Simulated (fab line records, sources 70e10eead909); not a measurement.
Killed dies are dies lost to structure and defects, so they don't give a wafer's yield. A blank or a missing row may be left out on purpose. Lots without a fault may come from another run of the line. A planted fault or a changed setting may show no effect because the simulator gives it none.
fab line records | flow nand_harc
record lots=11 wafers=33 last_day=24
route steps=1159 shown P_BONDPAD@364 A_ONON_D1@436 END@1159
lots that met no fault: from a run of the same line without faults
start_h: hours from the record's first day to the start of the lot's first wafer shown | wait_h: hours since the lot's step before | " the same as in the row above | L1.1+2: a row that stands for several wafers | - no value, or no start given | * or withheld: withheld | < > ~ a bound
route shown NAME@n: a module of which the file shows steps, and the number in the route of the first | usual: mean/standard deviation of fault-free wafers | same: alike in all rows | chamber/n: place in a boat | sites: the reading at each site | _std_site: their standard deviation | _edge_site: outer sites' mean less inner sites' | radius_mm: how far each site lies from the wafer's centre | mask NAME#n: copy n | behind: the tool/chamber that last shaped the wafer | hold: why the lot was held/for how many hours/how that ended | device: the transistor (n, p or np) that didn't switch | end of line: the same wafers' tests at the end of the route | a step without rows: its recipe alone | killed: dies lost to structure and defects at the first sort, not the wafer's yield | map: a wafer's dies, x killed, . not, _ none there
set.NAME: the setting as run; set.NAME@STEP: as run at that earlier step | model.NAME: the simulator's own value behind a step, which no gauge read
steps of the route over a sample of lots; a table a step, a row a wafer
services: from which hour (start_h, from the record's first day; less than 0 if before it) a tool's chamber was out of use, for how many hours, and why
## steps
# step NHARC_P_BONDPAD_CD_MEAS_09
# recipe target_cd_nm=500 landing_energy_ev=500
# usual cd_nm=500.3/1.6
# columns lot.wafer tool chamber start_h wait_h cd_nm
L948.1 cd_sem-03 0 134.02 - 500.2
L948.2 " 0 " " 499.2
L948.5 " 0 " " 498.3
L947.1 cd_sem-02 0 134.59 - 500.6
L947.4 " 0 " " 502.0
L947.6 " 0 " " 502.3
L949.1 cd_sem-02 0 146.66 - 498.9
L949.4 " 0 " " 500.5
L949.6 " 0 " " 500.6
L950.1 cd_sem-01 0 147.07 - 500.5
L950.2 " 0 " " 501.1
L950.6 " 0 " " 503.0
L951.1 cd_sem-02 0 149.67 - 497.3
L951.2 " 0 " " 498.4
L951.3 " 0 " " 498.5
L952.2 cd_sem-01 0 156.97 - 497.5
L952.4 " 0 " " 500.3
L952.6 " 0 " " 499.2
L960.1 cd_sem-01 0 207.05 - 501.3
L960.2 " 0 " " 500.9
L960.4 " 0 " " 499.4
L959.1 cd_sem-03 0 208.12 - 497.7
L959.2 " 0 " " 499.0
L959.4 " 0 " " 498.6
L963.1 cd_sem-01 0 226.19 - 500.7
L963.3 " 0 " " 498.7
L963.4 " 0 " " 501.2
L966.2 cd_sem-01 0 246.53 - 499.0
L966.4 " 0 " " 500.1
L966.6 " 0 " " 499.3
L969.1 cd_sem-02 0 259.40 - 501.1
L969.3 " 0 " " 502.9
L969.4 " 0 " " 500.5
# step NHARC_P_BONDPAD_OVL_MEAS_38
# usual overlay_x_nm=1/4.7 overlay_y_nm=0/6.6
# columns lot.wafer tool chamber start_h wait_h overlay_x_nm overlay_y_nm
L948.1 overlay-02 - 134.11 - 4 -3
L948.2 " - " " 4 -3
L948.5 " - " " 4 -4
L947.1 overlay-02 - 134.67 - 2 1
L947.4 " - " " 3 2
L947.6 " - " " 2 1
L949.1 overlay-01 - 146.75 - -10 7
L949.4 " - " " -10 7
L949.6 " - " " -10 7
L950.1 overlay-01 - 147.16 - 1 7
L950.2 " - " " 1 6
L950.6 " - " " 2 6
L951.1 overlay-01 - 149.75 - 0 -5
L951.2 " - " " 0 -6
L951.3 " - " " 0 -6
L952.2 overlay-01 - 157.06 - -1 -8
L952.4 " - " " 0 -9
L952.6 " - " " 0 -8
L960.1 overlay-02 - 207.14 - 9 -3
L960.2 " - " " 10 -3
L960.4 " - " " 10 -4
L959.1 overlay-01 - 208.21 - -9 4
L959.2 " - " " -9 4
L959.4 " - " " -9 5
L963.1 overlay-01 - 226.28 - 3 11
L963.3 " - " " 2 12
L963.4 " - " " 3 11
L966.2 overlay-01 - 246.61 - -2 0
L966.4 " - " " -2 0
L966.6 " - " " -1 -1
L969.1 overlay-01 - 259.49 - 3 -5
L969.3 " - " " 4 -5
L969.4 " - " " 3 -5
# step NHARC_P_BONDPAD_PVD_17
# recipe target_thk_a=50 bias_v=168.6 power_w=15000 chamber_pressure_pa=0.12 time_s=8.06 substrate_temp_c=50 material=TaN
# usual chamber_pressure_pa=0.11998/0.00027 substrate_temp_c=50.02/0.11 throttle_valve_pct=30.6/0.78
# columns lot.wafer tool chamber start_h wait_h chamber_pressure_pa substrate_temp_c throttle_valve_pct
L948.1 pvd_sputter-02 - - - 0.12012 50.05 31.3
L948.2 " - " " 0.11999 49.89 29.6
L948.5 " - " " 0.12006 50.17 31.4
L947.4 pvd_sputter-02 - - - 0.11984 50.25 31.4
L947.1 " - " " 0.11994 50.07 31.4
L947.6 " - " " 0.12015 50.15 31.2
L949.4 pvd_sputter-01 - - - 0.11973 50.02 30.1
L949.1 " - " " 0.11955 50.06 30.5
L949.6 " - " " 0.12016 49.95 30.0
L950.2 pvd_sputter-02 - - - 0.12021 50.08 29.6
L950.1 " - " " 0.1195 50.02 31.1
L950.6 " - " " 0.11989 49.92 29.9
L951.2 pvd_sputter-01 - - - 0.12024 50.01 30.8
L951.3 " - " " 0.12031 49.85 30.6
L951.1 " - " " 0.11997 50.04 30.1
L952.2 pvd_sputter-03 - - - 0.11998 49.98 31.8
L952.4 " - " " 0.11993 49.88 30.8
L952.6 " - " " 0.12043 49.99 31.7
L960.2 pvd_sputter-02 - - - 0.11999 49.88 31.5
L960.1 " - " " 0.12033 50.00 30.0
L960.4 " - " " 0.11999 50.11 29.2
L959.1 pvd_sputter-03 - - - 0.12003 49.96 29.6
L959.2 " - " " 0.1192 50.06 31.6
L959.4 " - " " 0.1201 50.19 31.0
L963.3 pvd_sputter-02 - - - 0.12002 50.10 29.5
L963.4 " - " " 0.1201 50.05 31.2
L963.1 " - " " 0.11993 49.79 31.7
L966.4 pvd_sputter-03 - - - 0.12007 50.07 30.4
L966.2 " - " " 0.11991 50.09 30.8
L966.6 " - " " 0.11992 50.00 29.7
L969.3 pvd_sputter-02 - - - 0.11997 49.84 31.1
L969.4 " - " " 0.12021 49.93 31.7
L969.1 " - " " 0.11965 50.10 29.4
# step NHARC_A_ONON_D1_DEP_16
# recipe target_thk_a=10000 n2_flow_sccm=2750 n2o_flow_sccm=2000 nh3_flow_sccm=500 sih4_flow_sccm=210 temp_c=400
# usual susceptor_temp_C=399.93/0.22
# columns lot.wafer tool chamber start_h wait_h susceptor_temp_C
L948.1 pecvd_onon-04 0 170.28 0.1 400.15
L948.2 " 0 " " 400.17
L948.5 " 0 " " 399.86
L947.1 pecvd_onon-02 0 170.29 0.1 400.16
L947.4 " 0 " " 400.31
L947.6 " 0 " " 400.19
L950.1 pecvd_onon-03 0 183.10 0.1 399.84
L950.2 " 0 " " 399.63
L950.6 " 0 " " 399.97
L951.1 pecvd_onon-04 0 183.10 0.1 399.81
L951.2 " 0 " " 399.74
L951.3 " 0 " " 399.82
L949.1 pecvd_onon-02 0 183.11 0.1 399.93
L949.4 " 0 " " 400.13
L949.6 " 0 " " 400.20
L952.2 pecvd_onon-04 0 192.93 0.1 399.74
L952.4 " 0 " " 399.95
L952.6 " 0 " " 400.16
L960.1 pecvd_onon-03 0 243.33 0.1 400.05
L960.2 " 0 " " 400.06
L960.4 " 0 " " 400.02
L959.1 pecvd_onon-03 0 243.68 0.4 400.10
L959.2 " 0 " " 400.27
L959.4 " 0 " " 400.05
L963.1 pecvd_onon-04 0 263.98 0.1 399.89
L963.3 " 0 " " 399.74
L963.4 " 0 " " 399.80
L966.2 pecvd_onon-02 0 285.18 0.1 399.58
L966.4 " 0 " " 399.94
L966.6 " 0 " " 399.87
L969.1 pecvd_onon-04 0 293.97 0.1 399.67
L969.3 " 0 " " 399.94
L969.4 " 0 " " 399.77
# step NHARC_A_ONON_D1_THK_MEAS_18
# recipe thk_meas_gauge=ellipsometry
# usual thk_nm=1001/11
# columns lot.wafer tool chamber start_h wait_h thk_nm
L948.1 film_metro-02 - 170.79 - 997
L948.2 " - " " 997
L948.5 " - " " 997
L947.1 film_metro-01 - 170.80 - 999
L947.4 " - " " 1000
L947.6 " - " " 998
L950.1 film_metro-01 - 183.61 - 1015
L950.2 " - " " 1015
L950.6 " - " " 1016
L949.1 film_metro-02 - 183.64 - 1022
L949.4 " - " " 1021
L949.6 " - " " 1021
L951.1 film_metro-01 - 183.64 - 987
L951.2 " - " " 990
L951.3 " - " " 987
L952.2 film_metro-01 - 193.39 - 990
L952.4 " - " " 992
L952.6 " - " " 993
L960.1 film_metro-01 - 243.84 - 1004
L960.2 " - " " 1004
L960.4 " - " " 1682
L959.1 film_metro-01 - 244.21 - 1000
L959.2 " - " " 1000
L959.4 " - " " 1678
L963.1 film_metro-02 - 264.49 - 996
L963.3 " - " " 997
L963.4 " - " " 996
L966.2 film_metro-02 - 285.62 - 1003
L966.4 " - " " 1004
L966.6 " - " " 1004
L969.1 film_metro-02 - 294.49 - 998
L969.3 " - " " 998
L969.4 " - " " 997
# step NHARC_END_SORT_01
# recipe temp_c=25
# usual killed_at_array=26/9.6 killed_at_other=0.7/0.92 killed_at_periphery=3.8/2.7 killed_dies=31/10 killed_open=3.3/1.7 killed_short=1.8/1.3
# same gross_dies=677
# columns lot.wafer tool chamber start_h wait_h killed_at_array killed_at_other killed_at_periphery killed_dies killed_open killed_short
L960.1 prober-01 0 505.73 2.5 13 0 1 14 0 1
L960.2 prober-01 0 506.53 2.8 16 0 3 19 6 1
L960.4 prober-01 0 508.12 3.4 675 0 2 677 4 3
L959.1 prober-02 0 505.76 2.5 18 1 2 21 2 4
L959.2 prober-02 0 506.57 2.8 30 0 1 31 3 2
L959.4 prober-02 0 508.19 3.4 669 0 8 677 5 2
# killed by level:class
L960.1 A_CONTACT:chamber_film_flake=6 A_ZERO_WELL:chamber_film_flake=2 A_CHANNEL_HOLE_D1:chamber_film_flake=2 A_STAIRCASE:chamber_film_flake=2 A_SOURCE_PLATE:geometric_particle:short=1 P_GATE:chamber_film_flake=1
L959.1 A_SLIT:chamber_film_flake=7 P_STI:chamber_film_flake=2 A_STAIRCASE:chamber_film_flake=2 A_SOURCE_PLATE:geometric_particle:short=1 A_CONTACT:chamber_film_flake=1 A_SLIT:geometric_particle:short=1 A_WL_FILL:geometric_particle:open=1 A_WL_FILL:geometric_particle:short=1
L960.2 A_CONTACT:chamber_film_flake=4 P_M0:chamber_film_flake=3 A_CHANNEL_HOLE_D1:chamber_film_flake=3 A_CHANNEL_FILL_D1:geometric_particle:open=2 A_CHANNEL_FILL_D1:geometric_particle:short=1 A_SGD_CUT:geometric_particle:open=1 A_WL_FILL:geometric_particle:open=1 A_CONTACT:geometric_particle:open=1
L959.2 A_STAIRCASE:chamber_film_flake=9 A_SLIT:chamber_film_flake=7 A_CHANNEL_FILL_D1:chamber_film_flake=5 A_CHANNEL_HOLE_D1:chamber_film_flake=3 P_M1:geometric_particle:open=1 A_WL_FILL:geometric_particle:open=1 A_WL_FILL:geometric_particle:short=1 A_BLC:geometric_particle:open=1
L960.4 A_ONON_D1:area_dep=658 A_CONTACT:chamber_film_flake=7 P_M0:geometric_particle:open=1 A_CHANNEL_FILL_D1:geometric_particle:open=1 A_CHANNEL_FILL_D1:geometric_particle:short=1 A_SGD_CUT:geometric_particle:open=1 A_SGD_CUT:geometric_particle:short=1 A_WL_FILL:geometric_particle:short=1
L959.4 A_ONON_D1:area_dep=647 A_STAIRCASE:chamber_film_flake=7 A_SLIT:chamber_film_flake=6 P_BONDPAD:chamber_film_flake=3 P_STI:chamber_film_flake=2 A_CHANNEL_HOLE_D1:chamber_film_flake=2 A_CHANNEL_FILL_D1:chamber_film_flake=2 P_GATE:geometric_particle:open=1
## services
# columns tool chamber start_h hours kind
pecvd_onon-03 - 153.04 13.0 pm
pvd_sputter-01 - 158.00 10.0 pm
pvd_sputter-01 - 179.54 2.9 repair
pvd_sputter-02 - 195.66 9.3 repair
pvd_sputter-02 - 214.04 10.0 pm
pecvd_onon-04 - 237.00 13.0 pm
pvd_sputter-02 - 249.42 1.5 repair
pvd_sputter-03 - 280.00 10.0 pm
pecvd_onon-02 - 292.03 13.0 pm
## key
first_sign step=NHARC_A_ONON_D1_THK_MEAS_18 reading=thk_nm direction=up sigmas=64 usual=1001 struck=1680
effect step=NHARC_END_SORT_01 reading=killed_at_array direction=up sigmas=67 usual=26 struck=672
more_kills_born_at NHARC_A_ONON_D1_DEP_16@pecvd_onon-03=1305
met_at NHARC_A_ONON_D1_DEP_16
struck_lots L959,L960
struck_wafers L959.4,L960.4
later_rows_left_out L959.4,L960.4
tester_left_out L959,L960
not_acting_at NHARC_P_BONDPAD_CD_MEAS_09,NHARC_P_BONDPAD_OVL_MEAS_38,NHARC_P_BONDPAD_PVD_17
onset_between 183.10 243.33
fault kind=process_parameter_drift tool=pecvd_onon-03 chamber=- onset_h=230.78 steps=NHARC_A_ONON_D1_DEP_16 channel=target_thk_a offset=* shape=step end_h=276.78 scope=struck_wafers_only acts_in=* stated=*
# tester_left_out: of these lots the tester's yield and bins aren't shown, on N5 and GAA mostly nor the transistor test; their killed dies are dies lost to structure and defects alone, not to doping, threshold or leakage, so they don't give the yield
# later_rows_left_out: the simulator's readings of these wafers behind a module that went badly wrong aren't trusted and aren't shown, but for the sort
